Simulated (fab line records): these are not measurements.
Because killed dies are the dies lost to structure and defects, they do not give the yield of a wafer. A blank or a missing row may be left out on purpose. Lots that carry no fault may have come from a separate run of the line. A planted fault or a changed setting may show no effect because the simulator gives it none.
Split-lot experiment -- flow n5 finfet -- 21 wafers read across 7 lots, on a route 1938 steps long

ON THE SPLIT
At N5_PASSIVATION_EXPOSE_07 (exposes mask TV, defocus 0 nm, target cd 3000 nm), the setting dose mj was moved away from the recipe's 22.75 on 9 of the 21 wafers read, by -7.5% to -2.8%. This setting was run at the recipe's value on the other wafers.

FROM THE SPLIT TO THE READING: what the file shows between them, 3 steps
- N5_PASSIVATION_PEB_08 (also split here: peb time s)
- N5_PASSIVATION_DEVELOP_09: develop time 60 s
- N5_PASSIVATION_HARDBAKE_11: time 120 s

THE READING
At N5_PASSIVATION_CD_MEAS_10: cd nm in nanometres, against a target cd of 3000 nm. Typical for fault-free wafers on this fab line: 2999.6 nm, with standard deviation 2.4 nm.

wafer,"tool, chamber at the split",dose mj as run,against the recipe,"cd nm, nm",against lot-mates on the recipe
L077.1,"krf scanner-02, 0",22.75,recipe,3005.9,-
L077.2,"krf scanner-02, 0",22.75,recipe,3001.0,-
L077.6,"krf scanner-02, 0",22.75,recipe,3003.0,-
L079.2,"krf scanner-01, 0",22.75,recipe,2998.3,-
L079.4,"krf scanner-01, 0",22.75,recipe,3000.8,-
L079.6,"krf scanner-01, 0",22.75,recipe,2998.4,-
L080.3,"krf scanner-01, 0",22.75,recipe,3001.3,-
L080.4,"krf scanner-01, 0",21.44,-5.8%,2983.9,-17.4
L080.6,"krf scanner-01, 0",21.44,-5.8%,2981.7,-19.6
L081.1,"krf scanner-02, 0",21.74,-4.4%,2994.8,no lot-mate on the recipe
L081.2,"krf scanner-02, 0",21.74,-4.4%,2990.4,no lot-mate on the recipe
L081.3,"krf scanner-02, 0",21.74,-4.4%,2989.9,no lot-mate on the recipe
L083.1,"krf scanner-01, 0",21.05,-7.5%,2981.6,-15.0
L083.3,"krf scanner-01, 0",22.75,recipe,2995.6,-
L083.6,"krf scanner-01, 0",22.75,recipe,2997.6,-
L085.2,"krf scanner-02, 0",22.11,-2.8%,2992.9,no lot-mate on the recipe
L085.4,"krf scanner-02, 0",22.11,-2.8%,2984.4,no lot-mate on the recipe
L085.6,"krf scanner-02, 0",22.11,-2.8%,2985.4,no lot-mate on the recipe
L096.4,"krf scanner-02, 0",22.75,recipe,2997.5,-
L096.5,"krf scanner-02, 0",22.75,recipe,2995.8,-
L096.6,"krf scanner-02, 0",22.75,recipe,2996.4,-

THE FIT
A straight line over all 21 wafers: cd nm changes by +2.47 nm for each +1% of dose mj; r = +0.86; the points scatter about the line by 3.8 nm.
The same after taking each lot's own level away (the mean of its wafers on the recipe; 15 wafers): +2.64 nm for each +1%; r = +0.96; scatter 2.3 nm.
On that fit, the largest move of dose mj shifts the reading by 20 nm.
The lots' own levels span 2996.57 to 3003.30 nm, that is 2.8 times the standard deviation above.
Consequently the slope shifts little with the lot-to-lot level, the two slopes agreeing.
Check: with one of the wafers moved furthest among these (-7.5%) left out of the fit, the line predicts -24 nm for it against its lot-mates. Against them it came out at -15 nm.

OTHER SPLITS APPLIED TO THESE WAFERS
Other splits were also applied to these wafers ahead of the reading. Each is held against what the fit with the lots' levels taken away leaves over:
other split on the same wafers,wafers away from the commonest value,r with cd nm (lot level and that fit taken away)
N5_BEOL_M14_PEB_08 peb temp c,4,+0.14
N5_BEOL_M14_DEP_53 time s,9,+0.26
N5_BEOL_M15_PEB_26 peb temp c,9,-0.17
N5_BEOL_M15_DESCUM_33 time s,6,+0.11
N5_PASSIVATION_PEB_08 peb time s,as run: not given for these wafers,-

THE WHOLE CHAIN: every reading that the file lists as answering this split, in the file's order
step,what it does,reading,change (the file's fit),r (the file's)
N5_PASSIVATION_CD_MEAS_10,target cd 3000 nm,cd nm,+2.45 nm for each +1% of the setting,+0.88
N5_PASSIVATION_DESCUM_12,"chemistry O2, time 7.9 s","TV_LITHO.cd nm (the simulator's own value, which no gauge read)",+2.48 nm for each +1% of the setting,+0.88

THE FILE'S OWN FIT
cd nm changes by +2.45 nm for each +1% of dose mj, r = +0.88.
